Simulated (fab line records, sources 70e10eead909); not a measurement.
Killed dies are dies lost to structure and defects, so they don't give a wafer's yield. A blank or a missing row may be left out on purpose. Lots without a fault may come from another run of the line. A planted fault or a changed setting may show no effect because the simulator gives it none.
Which tool did it? | flow nand_harc | 14 lots, 42 wafers sampled, at 4 steps of a route of 1302

WHAT THE GAUGES READ, wafer by wafer
NHARC_P_CONTACT_CD_MEAS_19. Usual: cd_nm 89.4 nm, standard deviation 1.4.
lot  | measured     | on        | cd_nm (nm)     | flag
L486 | day 6 11:39  | cd_sem-01 | 89.9 87.9 87.1 |
L488 | day 7 01:13  | cd_sem-01 | 88.1 88.9 90.7 |
L489 | day 7 15:25  | cd_sem-02 | 89.6 86.8 89.5 |
L491 | day 8 10:48  | cd_sem-03 | 90.3 90.5 89.4 |
L492 | day 8 19:23  | cd_sem-01 | 89.4 88.5 91.5 |
L493 | day 9 03:47  | cd_sem-03 | 89.5 90.4 90.2 |
L494 | day 9 18:08  | cd_sem-03 | 90.1 90.0 90.1 |
L497 | day 10 18:01 | cd_sem-02 | 90.1 91.6 89.2 |
L502 | day 13 01:18 | cd_sem-03 | 89.3 88.7 89.8 |
L505 | day 14 02:12 | cd_sem-02 | 88.4 91.5 90.4 |
L504 | day 14 02:26 | cd_sem-02 | 89.8 87.3 86.9 |
L506 | day 14 13:47 | cd_sem-02 | 87.3 89.9 92.0 |
L507 | day 15 00:51 | cd_sem-02 | 89.7 88.5 90.8 |
L508 | day 15 09:29 | cd_sem-01 | 88.0 91.9 92.0 |

WHICH TOOL RAN EACH LOT (tool, then ch and the chambers of the sampled wafers, then the start)
lot  | NHARC_P_CONTACT_DEP_30          | NHARC_P_CONTACT_DEP_00                     | NHARC_P_CONTACT_SOFTBAKE_07
L486 | pecvd-02 ch 1,2, day 6 08:54    | pecvd-02 ch 1,2, day 6 09:00 or earlier    | litho_track-06 ch 0, day 6 09:00
L488 | pecvd-03 ch 0,1,2, day 6 22:28  | pecvd-03 ch 0,1,2, day 6 23:00 or earlier  | litho_track-06 ch 0, day 6 23:00
L489 | pecvd-02 ch 2, day 7 12:35      | pecvd-02 ch 2, day 7 12:55                 | litho_track-06 ch 0, day 7 13:00
L491 | pecvd-03 ch 0,1,2, day 8 08:11  | pecvd-03 ch 0,1,2, day 8 09:00 or earlier  | litho_track-06 ch 0, day 8 09:00
L492 | pecvd-03 ch 1,2, day 8 16:47    | pecvd-03 ch 1,2, day 8 17:00 or earlier    | litho_track-01 ch 0, day 8 17:00
L493 | pecvd-04 ch 1,2, day 9 01:22    | pecvd-04 ch 1,2, day 9 02:00 or earlier    | litho_track-01 ch 0, day 9 02:00
L494 | pecvd-04 ch 0,1,2, day 9 15:41  | pecvd-04 ch 0,1,2, day 9 16:00 or earlier  | litho_track-06 ch 0, day 9 16:00
L497 | pecvd-04 ch 0,2, day 10 15:32   | pecvd-04 ch 0,2, day 10 16:00 or earlier   | litho_track-01 ch 0, day 10 16:00
L502 | pecvd-04 ch 1,2, day 12 22:50   | pecvd-04 ch 1,2, day 12 23:00 or earlier   | litho_track-06 ch 0, day 12 23:00
L505 | pecvd-04 ch 0,1,2, day 13 23:35 | pecvd-04 ch 0,1,2, day 14 00:00 or earlier | litho_track-01 ch 0, day 14 00:00
L504 | pecvd-02 ch 0,1, day 13 23:51   | pecvd-02 ch 0,1, day 14 00:00 or earlier   | litho_track-06 ch 0, day 14 00:00
L506 | pecvd-03 ch 1,2, day 14 11:02   | pecvd-03 ch 1,2, day 14 12:00 or earlier   | litho_track-06 ch 0, day 14 12:00
L507 | pecvd-02 ch 1,2, day 14 22:25   | pecvd-02 ch 1,2, day 14 23:00 or earlier   | litho_track-06 ch 0, day 14 23:00
L508 | pecvd-03 ch 0,1,2, day 15 07:01 | pecvd-03 ch 0,1,2, day 15 08:00 or earlier | litho_track-06 ch 0, day 15 08:00
- NHARC_P_CONTACT_DEP_30: deposits SiNx, target thk 30 nm.
- NHARC_P_CONTACT_DEP_00: deposits SiO2, target thk 500 nm.
- NHARC_P_CONTACT_SOFTBAKE_07: time 55 s.

WHAT THE TOOLS THEMSELVES READ (means of the sampled wafers that have a number; where no wafer has one, the mark that the record gives instead)
NHARC_P_CONTACT_DEP_30. Usual: heater_power_w 699 W, standard deviation 79; rf_fwd_power_W 448.9 W, standard deviation 1.4.
lot  | tool     | heater_power_w (W) | rf_fwd_power_W (W) | flag
L486 | pecvd-02 | 681                | 448.3              |
L488 | pecvd-03 | 668                | 449.0              |
L489 | pecvd-02 | 686                | 448.9              |
L491 | pecvd-03 | 681                | 447.8              |
L492 | pecvd-03 | 639                | 448.1              |
L493 | pecvd-04 | 760                | 446.2              |
L494 | pecvd-04 | 787                | 448.5              |
L497 | pecvd-04 | 775                | 449.1              |
L502 | pecvd-04 | 785                | 450.6              |
L505 | pecvd-04 | 813                | 448.3              |
L504 | pecvd-02 | 576                | 448.1              |
L506 | pecvd-03 | 660                | 447.6              |
L507 | pecvd-02 | 726                | 450.0              |
L508 | pecvd-03 | 627                | 450.3              |

NHARC_P_CONTACT_DEP_00. Usual: heater_power_w 526 W, standard deviation 89; rf_fwd_power_W 898.4 W, standard deviation 2.7; throttle_valve_pct 15.8 %, standard deviation 0.74.
lot  | tool     | heater_power_w (W) | rf_fwd_power_W (W) | throttle_valve_pct (%) | flag
L486 | pecvd-02 | 577                | 899.5              | 15.1                   |
L488 | pecvd-03 | 503                | 896.6              | 16.3                   |
L489 | pecvd-02 | 544                | 898.1              | 16.2                   |
L491 | pecvd-03 | 520                | 898.1              | 16.4                   |
L492 | pecvd-03 | 471                | 899.8              | 16.5                   |
L493 | pecvd-04 | 646                | 897.8              | 16.0                   |
L494 | pecvd-04 | 569                | 898.3              | 15.2                   |
L497 | pecvd-04 | 577                | 901.8              | 14.8                   |
L502 | pecvd-04 | 673                | 896.2              | 15.8                   |
L505 | pecvd-04 | 665                | 900.5              | 15.5                   |
L504 | pecvd-02 | 464                | 899.4              | 15.9                   |
L506 | pecvd-03 | 425                | 897.4              | 15.4                   |
L507 | pecvd-02 | 591                | 897.4              | 15.7                   |
L508 | pecvd-03 | 467                | 896.8              | 16.0                   |

NHARC_P_CONTACT_SOFTBAKE_07. Usual: heater_power_total_W 188.45 W, standard deviation 0.15; resist_line_temp_C 23.01 C, standard deviation 0.094.
lot  | tool           | heater_power_total_W (W) | resist_line_temp_C (C) | flag
L486 | litho_track-06 | 188.46                   | 23.01                  |
L488 | litho_track-06 | 188.47                   | 23.02                  |
L489 | litho_track-06 | 188.56                   | 23.12                  |
L491 | litho_track-06 | 233.36                   | 23.05                  | OFF
L492 | litho_track-01 | 188.38                   | 23.05                  |
L493 | litho_track-01 | 188.52                   | 23.09                  |
L494 | litho_track-06 | 233.45                   | 22.98                  | OFF
L497 | litho_track-01 | 188.40                   | 22.89                  |
L502 | litho_track-06 | 188.44                   | 22.93                  |
L505 | litho_track-01 | 188.58                   | 23.05                  |
L504 | litho_track-06 | 188.54                   | 23.02                  |
L506 | litho_track-06 | 188.52                   | 23.04                  |
L507 | litho_track-06 | 188.33                   | 22.92                  |
L508 | litho_track-06 | 188.37                   | 23.04                  |

THE ANSWER, worked out from the rows above alone
Rule: a lot is off if the mean of its wafers that have a number lies more than 3 standard deviations from the usual mean. A lot without any number at a reading at which 4 lots or more have one is off too. The other lots that the step has rows for count as sound. The gauges are gone through in route order, then the tools' own readings, and for those a lot's mean is taken as printed above. The first step at which some lot is off is used, and at that step the reading that is off furthest; a lot without a number counts as furthest.
Off: L491, L494, at NHARC_P_CONTACT_SOFTBAKE_07 (heater_power_total_W).
A tool fits if, at that step or a process step before it, it ran every lot that is off, and no sound lot after the first of them. NHARC_P_CONTACT_DEP_00 gives no start for some lots, so the hours and the order of its lots are those of NHARC_P_CONTACT_SOFTBAKE_07. None of those tried fits.

WHAT THE SIMULATOR HAD PUT IN
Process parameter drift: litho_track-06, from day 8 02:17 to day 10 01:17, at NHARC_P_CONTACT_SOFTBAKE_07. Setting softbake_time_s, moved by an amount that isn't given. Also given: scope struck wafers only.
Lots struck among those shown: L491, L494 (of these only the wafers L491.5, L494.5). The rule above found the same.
